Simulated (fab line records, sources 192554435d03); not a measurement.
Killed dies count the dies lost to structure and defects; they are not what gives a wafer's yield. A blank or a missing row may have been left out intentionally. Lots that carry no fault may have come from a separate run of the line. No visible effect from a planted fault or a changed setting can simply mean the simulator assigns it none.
Which tool is to blame? / flow n5Finfet / Sampling: 12 lots, 36 wafers, 4 of 1938 route steps

## WHAT EACH GAUGE READ, for each wafer
N5_BEOL_M2_CD_MEAS_35: target cd 18 nm, target cd y 22.2 nm.
lot=L075; measured=day 6 21:36; on=cdSem-03; cdNm (nm)=17.5 17.5 17.5
lot=L078; measured=day 7 14:12; on=cdSem-01; cdNm (nm)=17.7 18.2 17.2
lot=L079; measured=day 7 21:14; on=cdSem-02; cdNm (nm)=17.3 18.1 18.2
lot=L081; measured=day 8 11:40; on=cdSem-03; cdNm (nm)=17.8 18.3 18.5
lot=L083; measured=day 8 15:25; on=cdSem-01; cdNm (nm)=17.9 17.2 16.8
lot=L085; measured=day 9 09:51; on=cdSem-01; cdNm (nm)=18.4 16.9 18.0
lot=L087; measured=day 9 22:43; on=cdSem-02; cdNm (nm)=17.5 18.1 17.5
lot=L089; measured=day 10 07:01; on=cdSem-03; cdNm (nm)=18.5 17.4 17.9
lot=L091; measured=day 11 02:49; on=cdSem-01; cdNm (nm)=18.1 18.2 18.0
lot=L093; measured=day 11 08:07; on=cdSem-01; cdNm (nm)=17.3 18.3 18.1
lot=L095; measured=day 11 19:27; on=cdSem-02; cdNm (nm)=17.8 18.0 17.8
lot=L097; measured=day 12 14:46; on=cdSem-02; cdNm (nm)=18.1 17.9 17.3

## WHAT TOOL EACH LOT RAN ON (gives the tool, then ch and the chambers of the sampled wafers, and finally the start)
lot=L075; N5_BEOL_M1_PRE_CLEAN_60=cvdCo-01 ch 0,1,2, day 6 16:07; N5_BEOL_M2_ETCH_63=rieDiel-01 ch 0,2,3, day 6 18:25; N5_BEOL_M2_DESCUM_33=rieDiel-04 ch 0,1,2, day 6 19:15
lot=L078; N5_BEOL_M1_PRE_CLEAN_60=cvdCo-01 ch 1,2, day 7 07:38; N5_BEOL_M2_ETCH_63=rieDiel-04 ch 0,2,3, day 7 09:27; N5_BEOL_M2_DESCUM_33=rieDiel-05 ch 1,2,3, day 7 10:17
lot=L079; N5_BEOL_M1_PRE_CLEAN_60=cvdCo-02 ch 0,2, day 7 15:26; N5_BEOL_M2_ETCH_63=rieDiel-04 ch 0,3, day 7 18:02; N5_BEOL_M2_DESCUM_33=rieDiel-05 ch 0,2,3, day 7 19:01
lot=L081; N5_BEOL_M1_PRE_CLEAN_60=cvdCo-02 ch 0,1, day 8 00:17; N5_BEOL_M2_ETCH_63=rieDiel-04 ch 0,1,3, day 8 03:41; N5_BEOL_M2_DESCUM_33=rieDiel-01 ch 1,2,3, day 8 04:35
lot=L083; N5_BEOL_M1_PRE_CLEAN_60=cvdCo-02 ch 0,2, day 8 08:36; N5_BEOL_M2_ETCH_63=rieDiel-04 ch 1,2,3, day 8 12:38; N5_BEOL_M2_DESCUM_33=rieDiel-05 ch 1,3, day 8 13:35
lot=L085; N5_BEOL_M1_PRE_CLEAN_60=cvdCo-01 ch 1,2, day 9 05:00; N5_BEOL_M2_ETCH_63=rieDiel-04 ch 1,2, day 9 06:06; N5_BEOL_M2_DESCUM_33=rieDiel-05 ch 0,2,3, day 9 07:19
lot=L087; N5_BEOL_M1_PRE_CLEAN_60=cvdCo-01 ch 0,2, day 9 17:57; N5_BEOL_M2_ETCH_63=rieDiel-05 ch 1,2, day 9 19:40; N5_BEOL_M2_DESCUM_33=rieDiel-05 ch 0,1,3, day 9 20:37
lot=L089; N5_BEOL_M1_PRE_CLEAN_60=cvdCo-01 ch 0,1,2, day 10 01:53; N5_BEOL_M2_ETCH_63=rieDiel-04 ch 0,1,2, day 10 03:16; N5_BEOL_M2_DESCUM_33=rieDiel-05 ch 1,2,3, day 10 04:13
lot=L091; N5_BEOL_M1_PRE_CLEAN_60=cvdCo-01 ch 0,1,2, day 10 21:11; N5_BEOL_M2_ETCH_63=rieDiel-01 ch 0,1, day 10 22:55; N5_BEOL_M2_DESCUM_33=rieDiel-01 ch 0,1,3, day 10 23:47
lot=L093; N5_BEOL_M1_PRE_CLEAN_60=cvdCo-01 ch 1,2, day 11 02:32; N5_BEOL_M2_ETCH_63=rieDiel-04 ch 0,1,3, day 11 04:01; N5_BEOL_M2_DESCUM_33=rieDiel-04 ch 1,3, day 11 04:50
lot=L095; N5_BEOL_M1_PRE_CLEAN_60=cvdCo-01 ch 0,1,2, day 11 14:09; N5_BEOL_M2_ETCH_63=rieDiel-01 ch 0,1, day 11 16:47; N5_BEOL_M2_DESCUM_33=rieDiel-01 ch 1,2, day 11 17:49
lot=L097; N5_BEOL_M1_PRE_CLEAN_60=cvdCo-01 ch 1,2, day 12 05:17; N5_BEOL_M2_ETCH_63=rieDiel-04 ch 0,3, day 12 07:04; N5_BEOL_M2_DESCUM_33=rieDiel-05 ch 1,2,3, day 12 08:04
- N5_BEOL_M1_PRE_CLEAN_60: time 15 s.
- N5_BEOL_M2_ETCH_63: etches SiARC in CF4, target depth 15.6 nm, time 26 s.
- N5_BEOL_M2_DESCUM_33: chemistry O2, time 7 s.

## THE ANSWER, worked out from the rows above alone
Rule: the lots themselves supply what counts as usual. Put in order of their means at a reading, lots are off if they are a third of the lots or fewer, leave a main group of 4 or more, and stand apart from it by a gap of 3 or more times the standard deviation of the main group's means; of several such gaps the widest counts. Not used: any main group whose means are identical at the precision the tables above print for the reading. A lot without any number at a reading at which 4 lots or more have one is off too. The other lots that the step has rows for count as sound.
Across all readings shown, no lot is off: no conclusion can be drawn from this.

## WHAT THE SIMULATOR PUT IN
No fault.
